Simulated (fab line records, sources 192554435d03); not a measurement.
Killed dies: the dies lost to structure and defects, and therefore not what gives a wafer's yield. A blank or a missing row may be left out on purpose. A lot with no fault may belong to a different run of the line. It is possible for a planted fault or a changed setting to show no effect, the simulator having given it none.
fab line records    flow n5Finfet
[record] lots = 9  wafers = 27  lastDay = 19
route steps=1938 shown BEOL_M7@1300 PASSIVATION@1936
lots that met no fault: from a run of the same line without faults
startH: hours from the record's opening day to when the first of the lot's shown wafers began    waitH: hours from the lot's prior step to this one    " same as the row above    L1.1+2: one row covering several wafers at once    - value missing, or start not given    * or withheld: withheld    < > ~ a bound
route shown NAME@n: a module of which the file shows steps, and the number in the route of the first    usual: mean/standard deviation taken from wafers without a fault    same: alike in all rows    chamber/n: place in a boat    sites: the reading at each site    _std_site: how widely they spread, as a standard deviation    _edge_site: mean of outer sites minus mean of inner sites    radiusMm: for every site, how far away it sits from the centre of the wafer    mask NAME#n: copy n    behind: the most recent tool/chamber to have shaped the wafer    hold: why the lot was held/for how many hours/how that ended    device: the transistor (n, p or np) that didn't switch    end of line: tests of these same wafers at the route's end    a step without rows: its recipe alone    killed: at the first sort, the dies lost to defects and structure; wafer yield is something else    map: a wafer's dies, marking killed ones x, the rest . and places with no die _
set.NAME: the setting as run; set.NAME@STEP: as run at that earlier step    model.NAME: the simulator's own value behind a step, which no gauge read
one table for each step of the route and one row for each wafer, over a sample of lots
services: the hour from which a tool's chamber was out of use, counted from the record's first day as startH (under 0 if before that day), plus the number of hours and why
[[steps]]
[step N5_BEOL_M7_ETCH_72]
[recipe] chemistry = N2/H2  target = underlayer  targetDepthA = 65  maskMaterial = CAR-EUV  timeS = 5.2  ionEnergyEv = 200  pressureMtorr = 30  sourceW = 840  biasW = 150  n2FlowSccm = 200  h2FlowSccm = 200  ends = cleared
[usual] drypumpMotorCurrentA = 5.8/0.59  etchRfOnTimeS = 5.23/0.17  oesProductAu = 0.66/0.063  rfFwdPowerW = 819.3/2.3  rfVppV = 523.2/2.4  showerheadPlenumPTorr = 2.52/0.082  throttleValvePct = 17.93/0.21
lot.wafer  tool        chamber  startH  waitH  drypumpMotorCurrentA  etchRfOnTimeS  oesProductAu  rfFwdPowerW  rfHoursCounterH  rfVppV  showerheadPlenumPTorr  throttleValvePct
L687.2     rieDiel-06  2        245.82  0.0    5.7                   5.10           0.64          821.6        156              521.3   2.44                   18.06
L687.4     "           1        "       "      6.0                   5.32           0.60          818.5        213              523.6   2.63                   18.27
L687.6     "           3        "       "      4.9                   5.50           0.62          819.2        -                522.3   2.54                   17.96
L688.1     rieDiel-02  0        255.24  0.0    5.4                   5.25           0.72          819.5        75               524.7   2.58                   17.78
L688.4     "           3        "       "      6.8                   5.11           0.68          820.6        115              521.8   2.47                   18.39
L688.6     "           0        "       "      5.4                   5.27           0.72          820.7        -                522.5   2.58                   17.73
L691.2     rieDiel-06  0        268.50  0.0    6.5                   5.01           0.75          819.8        38               524.0   2.59                   17.79
L691.4     "           3        "       "      4.9                   5.46           0.60          820.1        179              522.3   2.54                   18.00
L691.6     "           3        "       "      4.9                   5.48           0.60          817.2        -                523.7   2.54                   17.97
L699.1     rieDiel-06  2        302.29  0.0    5.7                   5.08           0.64          820.3        173              520.5   2.43                   18.05
L699.2     "           1        "       "      6.0                   5.31           0.58          821.0        230              525.5   2.62                   18.26
L699.4     "           3        "       "      4.9                   5.42           0.60          819.3        189              523.0   2.53                   17.98
L698.1     rieDiel-04  3        320.67  0.0    5.6                   5.17           0.64          820.0        163              520.6   2.42                   18.01
L698.2     "           2        "       "      5.2                   5.39           0.56          817.5        239              521.1   2.39                   17.81
L698.5     "           1        "       "      5.2                   5.01           0.70          821.9        -                523.1   2.56                   17.93
L702.2     rieDiel-02  0        341.78  0.0    5.4                   5.31           0.68          823.2        103              526.0   2.57                   17.81
L702.3     "           3        "       "      6.8                   5.22           0.65          818.8        141              522.5   2.46                   18.46
L702.5     "           1        "       "      6.4                   5.10           0.61          815.5        -                526.7   2.64                   17.74
L703.2     rieDiel-06  3        347.37  0.0    5.0                   5.50           0.58          819.0        204              525.0   2.53                   18.04
L703.4     "           1        "       "      6.0                   5.47           0.57          819.2        242              526.9   2.62                   18.30
L703.6     "           2        "       "      5.7                   5.18           0.63          819.5        -                521.5   2.42                   18.09
L704.3     rieDiel-06  1        347.81  0.0    6.0                   5.45           0.56          817.4        242              526.2   2.62                   18.31
L704.4     "           0        "       "      6.5                   5.13           0.72          816.9        64               524.2   2.58                   17.82
L704.5     "           3        "       "      4.9                   5.50           0.58          818.2        -                524.6   2.52                   17.98
L705.1     rieDiel-06  0        349.48  0.0    6.5                   5.10           0.71          819.3        64               523.6   2.58                   17.86
L705.3     "           2        "       "      5.7                   5.18           0.63          824.2        186              520.0   2.42                   18.09
L705.4     "           1        "       "      6.0                   5.37           0.57          823.8        243              527.3   2.62                   18.32
[step N5_BEOL_M7_ETCH_65]
[recipe] chemistry = CF4  target = SiARC  targetDepthA = 156  maskMaterial = CAR-EUV  timeS = 26  ionEnergyEv = 80  pressureMtorr = 40  sourceW = 545  biasW = 36  Ar_flow_sccm = 100  cf4FlowSccm = 100  ends = cleared
[usual] drypumpMotorCurrentA = 5.8/0.59  etchRfOnTimeS = 26.1/0.86  oesProductAu = 0.66/0.063  rfFwdPowerW = 533.0/2.4  rfVppV = 183.9/1.1  showerheadPlenumPTorr = 2.12/0.06  throttleValvePct = 15.67/0.2
lot.wafer  tool        chamber  startH  waitH  drypumpMotorCurrentA  etchRfOnTimeS  oesProductAu  rfFwdPowerW  rfHoursCounterH  rfVppV  showerheadPlenumPTorr  throttleValvePct
L687.2     rieDiel-06  2        245.84  0.0    5.7                   25.2           0.66          534.8        156              182.2   2.05                   15.76
L687.4     "           1        "       "      6.0                   26.6           0.60          530.4        213              186.1   2.20                   15.96
L687.6     "           3        "       "      4.9                   27.3           0.61          532.4        -                184.3   2.14                   15.75
L688.1     rieDiel-02  0        255.25  0.0    5.4                   26.1           0.72          537.4        75               184.1   2.15                   15.35
L688.4     "           3        "       "      6.8                   25.9           0.68          535.2        115              183.6   2.07                   15.94
L688.6     "           0        "       "      5.4                   26.1           0.72          535.1        -                185.5   2.15                   15.36
L691.2     rieDiel-06  0        268.52  0.0    6.5                   25.3           0.75          532.1        38               184.9   2.17                   15.43
L691.4     "           3        "       "      4.9                   27.2           0.61          530.4        179              183.3   2.14                   15.77
L691.6     "           3        "       "      4.9                   27.4           0.61          529.1        -                182.9   2.14                   15.77
L699.1     rieDiel-06  2        302.31  0.0    5.7                   25.4           0.63          531.3        173              181.9   2.04                   15.81
L699.2     "           1        "       "      6.0                   26.6           0.59          531.5        230              183.3   2.20                   16.00
L699.4     "           3        "       "      4.9                   27.0           0.60          534.7        189              183.4   2.13                   15.79
L698.1     rieDiel-04  3        320.68  0.0    5.6                   25.9           0.64          534.8        163              184.6   2.06                   15.82
L698.2     "           2        "       "      5.2                   27.0           0.58          536.6        239              183.3   2.02                   15.79
L698.5     "           1        "       "      5.1                   24.8           0.72          532.6        -                183.9   2.15                   15.64
L702.2     rieDiel-02  0        341.80  0.0    5.4                   26.3           0.69          535.3        103              186.0   2.14                   15.41
L702.3     "           3        "       "      6.8                   26.1           0.65          532.7        141              184.5   2.06                   16.01
L702.5     "           1        "       "      6.4                   25.5           0.61          530.2        -                186.5   2.20                   15.45
L703.2     rieDiel-06  3        347.39  0.0    4.9                   27.4           0.59          531.6        204              184.4   2.13                   15.81
L703.4     "           1        "       "      6.0                   26.9           0.58          530.0        242              184.6   2.19                   16.02
L703.6     "           2        "       "      5.7                   25.8           0.63          532.2        -                182.7   2.04                   15.84
L704.3     rieDiel-06  1        347.82  0.0    6.0                   26.7           0.58          534.2        242              184.1   2.19                   16.05
L704.4     "           0        "       "      6.5                   25.1           0.71          534.8        64               183.9   2.17                   15.47
L704.5     "           3        "       "      4.9                   27.2           0.60          531.7        -                185.4   2.13                   15.83
L705.1     rieDiel-06  0        349.50  0.0    6.5                   25.5           0.72          532.9        64               184.2   2.16                   15.48
L705.3     "           2        "       "      5.7                   25.7           0.63          528.3        186              183.8   2.04                   15.82
L705.4     "           1        "       "      6.0                   27.1           0.57          531.7        243              183.4   2.19                   16.03
[step N5_BEOL_M7_VIA_ETCH_34]
[recipe] chemistry = C4F6/O2  target = SiCOH_lowk  targetDepthA = 1255  maskMaterial = SOC  taperDeg = 4  timeS = 50.5  ionEnergyEv = 250  pressureMtorr = 30  sourceW = 345  biasW = 185  Ar_flow_sccm = 300  C4F6_flow_sccm = 10  O2_flow_sccm = 10
[usual] drypumpMotorCurrentA = 5.8/0.59  oesProductAu = 0.77/0.072  rfFwdPowerW = 341.6/1.7  rfVppV = 665/13  showerheadPlenumPTorr = 2.82/0.08  throttleValvePct = 20.92/0.2
lot.wafer  tool        chamber  startH  waitH  drypumpMotorCurrentA  oesProductAu  rfFwdPowerW  rfHoursCounterH  rfVppV  showerheadPlenumPTorr  throttleValvePct
L687.2     rieDiel-06  2        245.97  0.0    5.7                   0.75          342.4        156              639     2.71                   20.95
L687.4     "           1        "       "      6.0                   0.68          341.7        214              663     2.92                   21.16
L687.6     "           3        "       "      4.9                   0.71          341.7        -                681     2.85                   21.07
L688.1     rieDiel-02  0        255.38  0.0    5.4                   0.85          343.2        75               677     2.85                   20.59
L688.4     "           3        "       "      6.8                   0.79          343.2        115              676     2.76                   21.31
L688.6     "           0        "       "      5.4                   0.84          344.9        -                676     2.85                   20.58
L691.2     rieDiel-06  0        268.65  0.0    6.5                   0.87          341.8        38               662     2.89                   20.73
L691.4     "           3        "       "      4.9                   0.72          340.5        179              682     2.85                   21.05
L691.6     "           3        "       "      4.9                   0.72          338.3        -                681     2.85                   21.06
L699.1     rieDiel-06  2        302.44  0.0    5.7                   0.74          341.4        173              639     2.70                   20.99
L699.2     "           1        "       "      6.0                   0.69          341.8        230              661     2.91                   21.18
L699.4     "           3        "       "      5.0                   0.70          338.8        189              682     2.84                   21.08
L698.1     rieDiel-04  3        320.81  0.0    5.6                   0.76          343.2        163              657     2.73                   21.05
L698.2     "           2        "       "      5.2                   0.66          343.3        239              661     2.69                   20.94
L698.5     "           1        "       "      5.1                   0.83          342.0        -                666     2.86                   20.94
L702.2     rieDiel-02  0        341.93  0.0    5.4                   0.81          342.2        103              675     2.84                   20.62
L702.3     "           3        "       "      6.8                   0.77          341.2        141              675     2.75                   21.36
L702.5     "           1        "       "      6.4                   0.71          339.6        -                675     2.91                   20.54
L703.2     rieDiel-06  3        347.51  0.0    4.9                   0.69          338.9        204              681     2.83                   21.10
L703.4     "           1        "       "      6.0                   0.67          341.8        242              663     2.90                   21.19
L703.6     "           2        "       "      5.7                   0.73          341.2        -                639     2.70                   20.99
L704.3     rieDiel-06  1        347.95  0.0    6.0                   0.67          341.3        242              663     2.90                   21.18
L704.4     "           0        "       "      6.5                   0.83          341.6        64               660     2.88                   20.77
L704.5     "           3        "       "      4.9                   0.69          337.1        -                681     2.83                   21.10
L705.1     rieDiel-06  0        349.63  0.0    6.5                   0.83          344.0        65               661     2.88                   20.77
L705.3     "           2        "       "      5.7                   0.72          341.4        186              639     2.70                   20.98
L705.4     "           1        "       "      6.0                   0.66          342.7        243              664     2.90                   21.18
[step N5_BEOL_M7_TRENCH_ETCH_37]
[recipe] chemistry = C4F6/O2  targetDepthA = 934.78  target = SiCOH_lowk  timeS = 31.2  ionEnergyEv = 250  pressureMtorr = 30  sourceW = 345  biasW = 185  Ar_flow_sccm = 300  C4F6_flow_sccm = 10  O2_flow_sccm = 10
[usual] drypumpMotorCurrentA = 5.8/0.58  oesProductAu = 0.77/0.071  rfFwdPowerW = 340.5/2.1  rfVppV = 665/13  showerheadPlenumPTorr = 2.81/0.08  throttleValvePct = 20.95/0.2
lot.wafer  tool        chamber  startH  waitH  drypumpMotorCurrentA  oesProductAu  rfFwdPowerW  rfHoursCounterH  rfVppV  showerheadPlenumPTorr  throttleValvePct
L687.2     rieDiel-06  2        246.06  -      5.7                   0.75          341.7        156              640     2.71                   20.97
L687.4     "           1        "       "      6.0                   0.70          342.4        214              664     2.92                   21.17
L687.6     "           3        "       "      4.9                   0.72          337.7        -                682     2.85                   21.10
L688.1     rieDiel-02  0        255.47  -      5.4                   0.84          343.6        75               675     2.85                   20.62
L688.4     "           3        "       "      6.8                   0.80          340.1        115              676     2.76                   21.35
L688.6     "           0        "       "      5.4                   0.84          344.4        -                675     2.85                   20.60
L691.2     rieDiel-06  0        268.74  -      6.5                   0.88          342.4        38               662     2.89                   20.77
L691.4     "           3        "       "      4.9                   0.72          337.5        179              682     2.85                   21.09
L691.6     "           3        "       "      4.9                   0.71          337.9        -                683     2.85                   21.08
L699.1     rieDiel-06  2        302.53  -      5.7                   0.74          341.0        173              639     2.70                   21.02
L699.2     "           1        "       "      6.0                   0.68          340.9        230              661     2.91                   21.19
L699.4     "           3        "       "      4.9                   0.71          338.5        189              681     2.84                   21.12
L698.1     rieDiel-04  3        320.91  -      5.6                   0.76          342.6        163              657     2.73                   21.09
L698.2     "           2        "       "      5.2                   0.71          426.1        239              595     2.69                   20.97
L698.5     "           1        "       "      5.1                   0.83          341.1        -                669     2.86                   20.97
L702.2     rieDiel-02  0        342.02  -      5.4                   0.81          343.0        103              677     2.84                   20.65
L702.3     "           3        "       "      6.8                   0.77          341.0        141              676     2.75                   21.39
L702.5     "           1        "       "      6.4                   0.71          337.8        -                675     2.92                   20.60
L703.2     rieDiel-06  3        347.61  -      4.9                   0.70          337.1        204              682     2.84                   21.14
L703.4     "           1        "       "      6.0                   0.67          341.0        242              660     2.90                   21.22
L703.6     "           2        "       "      5.7                   0.73          338.5        -                638     2.70                   21.02
L704.3     rieDiel-06  1        348.05  -      6.0                   0.67          343.0        242              664     2.90                   21.21
L704.4     "           0        "       "      6.5                   0.83          341.8        64               660     2.88                   20.81
L704.5     "           3        "       "      4.9                   0.69          337.5        -                682     2.83                   21.13
L705.1     rieDiel-06  0        349.72  -      6.5                   0.83          341.3        65               662     2.88                   20.80
L705.3     "           2        "       "      5.7                   0.73          340.7        186              638     2.70                   21.01
L705.4     "           1        "       "      6.0                   0.67          341.1        243              661     2.90                   21.22
[step N5_PASSIVATION_PROBE_49]
[usual] defectLimitedYield = 91.0/1.4  killed_at_M0_to_M3 = 33/11  killed_at_M4_up = 14/5  killedAtContacts = 11/7.3  killedAtFrontEnd = 43/12  killedAtOther = 4/3.1  killedDies = 106/17  killedOnRim = 14/3.8  killedOpen = 69/13  killedShort = 34/8.7  sort_bin_5_function = 5.2/0.96  sort_bin_6_memory = 3.3/0.66  sortNPass = 1074/17  sortYieldPct = 91.0/1.4
[same] grossDies = 1180  killedAtBackSide = 0  sort_bin_4_leakage[%] = 0  sort_bin_8_speed[%] = 0
lot.wafer  tool       chamber  startH  waitH  defectLimitedYield[%]  killed_at_M0_to_M3  killed_at_M4_up  killedAtContacts  killedAtFrontEnd  killedAtOther  killedDies  killedOnRim  killedOpen  killedShort  sort_bin_5_function[%]  sort_bin_6_memory[%]  sortNPass  sortYieldPct[%]
L687.2     prober-02  -        326.89  0.1    92.4                   26                  9                9                 37                9              90          7            66          24           4.6                     3.1                   1090       92.4
L687.4     prober-02  -        326.99  0.2    92.0                   26                  9                9                 45                5              94          12           66          28           5.6                     2.1                   1086       92.0
L687.6     prober-02  -        327.09  0.3    91.3                   32                  16               7                 43                5              103         16           70          28           5.3                     2.9                   1077       91.3
L688.1     prober-01  -        336.56  0.0    90.3                   41                  12               15                36                11             115         16           73          33           5.8                     3.5                   1065       90.3
L688.4     prober-01  -        336.71  0.2    88.6                   42                  15               19                50                8              134         14           85          46           6.4                     4.4                   1046       88.6
L688.6     prober-01  -        336.81  0.3    89.3                   32                  15               30                41                8              126         17           81          36           5.7                     3.9                   1054       89.3
L691.2     prober-02  -        346.11  0.1    92.2                   32                  14               12                33                1              92          16           49          39           3.9                     3.2                   1088       92.2
L691.4     prober-02  -        346.21  0.2    90.3                   28                  11               14                59                3              115         15           60          53           5.5                     3.3                   1065       90.3
L691.6     prober-02  -        346.31  0.3    92.6                   24                  3                16                43                1              87          12           44          43           4.3                     2.6                   1093       92.6
L699.1     prober-01  -        389.84  0.0    91.4                   34                  10               5                 52                1              102         13           71          30           5.3                     3.2                   1078       91.4
L699.2     prober-01  -        389.89  0.1    89.2                   16                  22               11                70                8              127         26           88          33           6.0                     4.2                   1053       89.2
L699.4     prober-01  -        389.99  0.2    88.6                   39                  11               11                63                11             135         18           88          40           7.4                     3.4                   1045       88.6
L698.1     prober-02  -        407.13  0.0    90.7                   35                  10               26                37                2              110         13           80          28           5.1                     4.1                   1070       90.7
L698.2     prober-02  -        407.18  0.1    88.3                   27                  16               31                60                4              138         14           102         30           6.3                     4.7                   1042       88.3
L698.5     prober-02  -        407.33  0.2    88.5                   25                  19               51                36                5              136         20           104         26           7.5                     3.5                   1044       88.5
L702.2     prober-01  -        424.99  0.1    92.1                   28                  10               10                43                2              93          9            64          26           4.5                     3.1                   1087       92.1
L702.3     prober-01  -        425.04  0.1    93.7                   17                  7                10                39                1              74          11           47          23           3.4                     2.5                   1106       93.7
L702.5     prober-01  -        425.14  0.2    92.4                   24                  12               20                32                2              90          10           61          28           4.6                     3.0                   1090       92.4
L705.1     prober-02  -        430.29  0.0    92.5                   27                  17               8                 33                3              88          12           61          24           4.2                     2.9                   1092       92.5
L705.3     prober-02  -        430.39  0.1    90.6                   48                  21               1                 40                1              111         21           60          43           4.4                     3.6                   1069       90.6
L705.4     prober-02  -        430.44  0.2    91.6                   18                  17               13                42                9              99          17           60          38           4.2                     3.9                   1081       91.6
L704.3     prober-01  -        438.28  0.1    90.9                   42                  16               15                30                4              107         15           76          28           4.3                     4.4                   1073       90.9
L704.4     prober-01  -        438.33  0.2    89.2                   49                  28               17                31                2              127         15           92          32           6.5                     4.0                   1053       89.2
L704.5     prober-01  -        438.38  0.2    91.9                   40                  21               4                 28                2              95          14           72          16           4.3                     3.1                   1085       91.9
L703.2     prober-01  -        444.63  0.1    92.9                   35                  11               4                 31                3              84          17           51          32           3.8                     2.9                   1096       92.9
L703.4     prober-01  -        444.73  0.2    92.4                   43                  14               4                 26                3              90          9            56          33           4.8                     2.1                   1090       92.4
L703.6     prober-01  -        444.83  0.3    89.8                   43                  17               15                36                9              120         13           82          38           5.1                     4.9                   1060       89.8
// killed by level:class
L687.2 STI_FIN_REVEAL:geometricParticle:open=11 BEOL_M1:geometricParticle:open=11 MOL_CONTACT_COAG:geometricParticle:open=9 FIN_SAQP:geometricParticle:open=7 BEOL_M0_SAQP:geometricParticle:open=7 FIN_SAQP:geometricParticle:short=5 GATE_CUT:geometricParticle:open=3 STARTING-WAFER:geometricParticle:open=3
L687.4 STI_FIN_REVEAL:geometricParticle:open=18 MOL_CONTACT_COAG:geometricParticle:open=8 BEOL_M1:geometricParticle:open=6 BEOL_M0_SAQP:geometricParticle:open=6 BEOL_M0_SAQP:geometricParticle:short=6 FIN_SAQP:geometricParticle:open=5 FIN_SAQP:geometricParticle:short=4 GATE_CUT:geometricParticle:open=3
L687.6 FIN_SAQP:geometricParticle:open=13 BEOL_M1:geometricParticle:open=9 BEOL_M0_SAQP:geometricParticle:open=8 MOL_CONTACT_COAG:geometricParticle:open=6 BEOL_M2:geometricParticle:open=6 FIN_SAQP:geometricParticle:short=5 GATE_CUT:geometricParticle:short=5 STARTING-WAFER:geometricParticle:short=5
L688.1 MOL_CONTACT_COAG:geometricParticle:open=14 BEOL_M2:geometricParticle:open=9 FIN_SAQP:geometricParticle:short=8 BEOL_M0_SAQP:geometricParticle:open=8 BEOL_M0_SAQP:geometricParticle:short=7 PASSIVATION:areaEtch=7 FIN_SAQP:geometricParticle:open=6 STI_FIN_REVEAL:geometricParticle:open=5
L688.4 MOL_CONTACT_COAG:geometricParticle:open=13 FIN_SAQP:geometricParticle:open=12 BEOL_M1:geometricParticle:short=12 FIN_SAQP:geometricParticle:short=10 STI_FIN_REVEAL:geometricParticle:open=10 BEOL_M1:geometricParticle:open=8 BEOL_M3:geometricParticle:open=5 DUMMY_GATE:geometricParticle:open=4
L688.6 MOL_CONTACT_COAG:geometricParticle:open=20 MOL_CONTACT_COAG:geometricParticle:short=10 STI_FIN_REVEAL:geometricParticle:open=9 BEOL_M1:geometricParticle:open=9 BEOL_M4:geometricParticle:open=9 HKMG_FIN:areaEtch=6 FIN_SAQP:geometricParticle:short=5 STI_FIN_REVEAL:geometricParticle:short=5
L691.2 FIN_SAQP:geometricParticle:short=10 BEOL_M0_SAQP:geometricParticle:open=10 MOL_CONTACT_COAG:geometricParticle:open=9 BEOL_M0_SAQP:geometricParticle:short=9 FIN_SAQP:geometricParticle:open=5 GATE_CUT:geometricParticle:short=5 BEOL_M3:geometricParticle:open=5 BEOL_M2:geometricParticle:open=4
L691.4 STI_FIN_REVEAL:geometricParticle:open=14 FIN_SAQP:geometricParticle:short=9 MOL_CONTACT_COAG:geometricParticle:short=8 BEOL_M1:geometricParticle:open=7 GATE_CUT:geometricParticle:short=7 STARTING-WAFER:geometricParticle:short=7 MOL_CONTACT_COAG:geometricParticle:open=6 BEOL_M0_SAQP:geometricParticle:short=6
L691.6 FIN_SAQP:geometricParticle:short=16 FIN_SAQP:geometricParticle:open=10 MOL_CONTACT_COAG:geometricParticle:open=10 MOL_CONTACT_COAG:geometricParticle:short=6 BEOL_M0_SAQP:geometricParticle:open=5 BEOL_M0_SAQP:geometricParticle:short=5 BEOL_M2:geometricParticle:open=5 BEOL_M3:geometricParticle:short=4
L699.1 STI_FIN_REVEAL:geometricParticle:open=21 FIN_SAQP:geometricParticle:short=12 FIN_SAQP:geometricParticle:open=9 BEOL_M2:geometricParticle:open=8 BEOL_M0_SAQP:geometricParticle:open=6 BEOL_M3:geometricParticle:open=6 BEOL_M0:geometricParticle:open=4 STI_FIN_REVEAL:geometricParticle:short=3
L699.2 STI_FIN_REVEAL:geometricParticle:open=26 FIN_SAQP:geometricParticle:open=17 MOL_CONTACT_COAG:geometricParticle:open=8 FIN_SAQP:geometricParticle:short=7 STI_FIN_REVEAL:geometricParticle:short=7 BEOL_M4:geometricParticle:open=6 BEOL_M5:geometricParticle:open=5 BEOL_M0_SAQP:geometricParticle:open=4
L699.4 STI_FIN_REVEAL:geometricParticle:open=23 FIN_SAQP:geometricParticle:open=16 BEOL_M0_SAQP:geometricParticle:open=12 FIN_SAQP:geometricParticle:short=11 MOL_CONTACT_COAG:geometricParticle:open=9 BEOL_M2:geometricParticle:open=7 BEOL_M3:geometricParticle:open=5 BEOL_M4:geometricParticle:open=4
L698.1 MOL_CONTACT_COAG:geometricParticle:open=20 STI_FIN_REVEAL:geometricParticle:open=16 BEOL_M1:geometricParticle:open=10 BEOL_M0_SAQP:geometricParticle:open=9 FIN_SAQP:geometricParticle:open=6 MOL_CONTACT_COAG:geometricParticle:short=6 STI_FIN_REVEAL:geometricParticle:short=5 BEOL_M2:geometricParticle:short=5
L698.2 MOL_CONTACT_COAG:geometricParticle:open=26 STI_FIN_REVEAL:geometricParticle:open=24 BEOL_M0_SAQP:geometricParticle:open=7 FIN_SAQP:geometricParticle:open=6 BEOL_M0_SAQP:geometricParticle:short=6 HKMG_FIN:areaEtch=6 FIN_SAQP:geometricParticle:short=5 STI_FIN_REVEAL:geometricParticle:short=5
L698.5 MOL_CONTACT_COAG:geometricParticle:open=44 BEOL_M4:geometricParticle:open=12 FIN_SAQP:geometricParticle:open=9 STI_FIN_REVEAL:geometricParticle:open=8 MOL_CONTACT_COAG:geometricParticle:short=7 BEOL_M0_SAQP:geometricParticle:short=5 BEOL_M1:geometricParticle:open=5 HKMG_FIN:areaEtch=5
L702.2 FIN_SAQP:geometricParticle:open=10 MOL_CONTACT_COAG:geometricParticle:open=8 BEOL_M0_SAQP:geometricParticle:open=8 FIN_SAQP:geometricParticle:short=7 STI_FIN_REVEAL:geometricParticle:open=7 BEOL_M0:geometricParticle:open=6 BEOL_M0_SAQP:geometricParticle:short=6 DUMMY_GATE:geometricParticle:open=4
L702.3 FIN_SAQP:geometricParticle:short=13 FIN_SAQP:geometricParticle:open=10 MOL_CONTACT_COAG:geometricParticle:open=10 BEOL_M2:geometricParticle:open=8 DUMMY_GATE:geometricParticle:open=5 BEOL_M0_SAQP:geometricParticle:open=3 STI_FIN_REVEAL:geometricParticle:open=2 DUMMY_GATE:geometricParticle:short=2
L702.5 MOL_CONTACT_COAG:geometricParticle:open=18 BEOL_M3:geometricParticle:open=11 STI_FIN_REVEAL:geometricParticle:open=7 STI_FIN_REVEAL:geometricParticle:short=6 BEOL_M0_SAQP:geometricParticle:short=4 BEOL_M5:geometricParticle:open=4 FIN_SAQP:geometricParticle:open=3 FIN_SAQP:geometricParticle:short=3
L705.1 BEOL_M4:geometricParticle:open=9 BEOL_M2:geometricParticle:open=8 STI_FIN_REVEAL:geometricParticle:open=6 DUMMY_GATE:geometricParticle:open=6 BEOL_M3:geometricParticle:open=6 MOL_CONTACT_COAG:geometricParticle:open=6 FIN_SAQP:geometricParticle:short=4 FIN_SAQP:geometricParticle:open=3
L705.3 BEOL_M0_SAQP:geometricParticle:short=17 BEOL_M2:geometricParticle:open=14 DUMMY_GATE:geometricParticle:open=10 FIN_SAQP:geometricParticle:short=8 BEOL_M4:geometricParticle:open=8 BEOL_M0_SAQP:geometricParticle:open=7 FIN_SAQP:geometricParticle:open=5 HKMG_FIN:areaEtch=5
L705.4 FIN_SAQP:geometricParticle:short=13 MOL_CONTACT_COAG:geometricParticle:open=11 BEOL_M4:geometricParticle:open=9 STI_FIN_REVEAL:geometricParticle:open=8 GATE_CUT:geometricParticle:short=6 STARTING-WAFER:geometricParticle:open=4 BEOL_M3:geometricParticle:open=4 BEOL_M4:geometricParticle:short=4
L704.3 MOL_CONTACT_COAG:geometricParticle:open=13 BEOL_M0_SAQP:geometricParticle:open=9 BEOL_M2:geometricParticle:open=8 BEOL_M4:geometricParticle:open=8 STI_FIN_REVEAL:geometricParticle:open=7 BEOL_M0_SAQP:geometricParticle:short=7 DUMMY_GATE:geometricParticle:open=6 BEOL_M0:geometricParticle:open=5
L704.4 BEOL_M4:geometricParticle:open=18 MOL_CONTACT_COAG:geometricParticle:open=13 BEOL_M3:geometricParticle:open=11 BEOL_M2:geometricParticle:open=10 BEOL_M0_SAQP:geometricParticle:open=7 STARTING-WAFER:geometricParticle:open=6 FIN_SAQP:geometricParticle:open=6 BEOL_M0:geometricParticle:open=6
L704.5 BEOL_M1:geometricParticle:open=12 BEOL_M4:geometricParticle:open=12 BEOL_M2:geometricParticle:open=10 BEOL_M0_SAQP:geometricParticle:open=7 STI_FIN_REVEAL:geometricParticle:open=5 STARTING-WAFER:geometricParticle:open=5 BEOL_M0_SAQP:geometricParticle:short=4 HKMG_FIN:areaEtch=4
L703.2 BEOL_M1:geometricParticle:open=12 BEOL_M0_SAQP:geometricParticle:short=11 STI_FIN_REVEAL:geometricParticle:open=7 BEOL_M0_SAQP:geometricParticle:open=5 STARTING-WAFER:geometricParticle:short=4 FIN_SAQP:geometricParticle:short=3 FIN_SAQP:geometricParticle:open=3 MOL_CONTACT_COAG:geometricParticle:short=3
L703.4 BEOL_M0_SAQP:geometricParticle:short=9 BEOL_M0_SAQP:geometricParticle:open=8 BEOL_M1:geometricParticle:open=7 BEOL_M4:geometricParticle:open=7 BEOL_M2:geometricParticle:open=6 STI_FIN_REVEAL:geometricParticle:open=4 BEOL_M3:geometricParticle:open=4 FIN_SAQP:geometricParticle:short=3
L703.6 MOL_CONTACT_COAG:geometricParticle:open=13 BEOL_M0_SAQP:geometricParticle:open=13 BEOL_M0_SAQP:geometricParticle:short=11 BEOL_M4:geometricParticle:open=9 STI_FIN_REVEAL:geometricParticle:open=8 FIN_SAQP:geometricParticle:open=7 GATE_CUT:geometricParticle:short=7 BEOL_M1:geometricParticle:open=7
[[services]]
tool        chamber  startH  hours  kind
rieDiel-02  1        227.08  8.1    repair
rieDiel-04  1        232.09  5.6    repair
rieDiel-06  3        296.14  2.1    repair
rieDiel-02  2        333.65  4.7    repair
[[key]]
[firstSign] step = N5_BEOL_M7_TRENCH_ETCH_37  reading = rfFwdPowerW  direction = up  sigmas = 41  usual = *  struck = *
[effect] step = N5_BEOL_M7_TRENCH_ETCH_37  reading = rfVppV  direction = down  sigmas = 5.4  usual = 665  struck = 595
metAt N5_BEOL_M7_TRENCH_ETCH_37
struckLots L698
struckWafers L698.2
notActingAt N5_BEOL_M7_ETCH_72,N5_BEOL_M7_ETCH_65,N5_BEOL_M7_VIA_ETCH_34
[fault] kind = processParameterDrift  tool = rieDiel-04  chamber = 2  onsetH = 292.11  steps = N5_BEOL_M7_TRENCH_ETCH_37  channel = sourceW  offset = 82.8  shape = step  endH = 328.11  actsIn = theseRecipesOnly  stated = 345
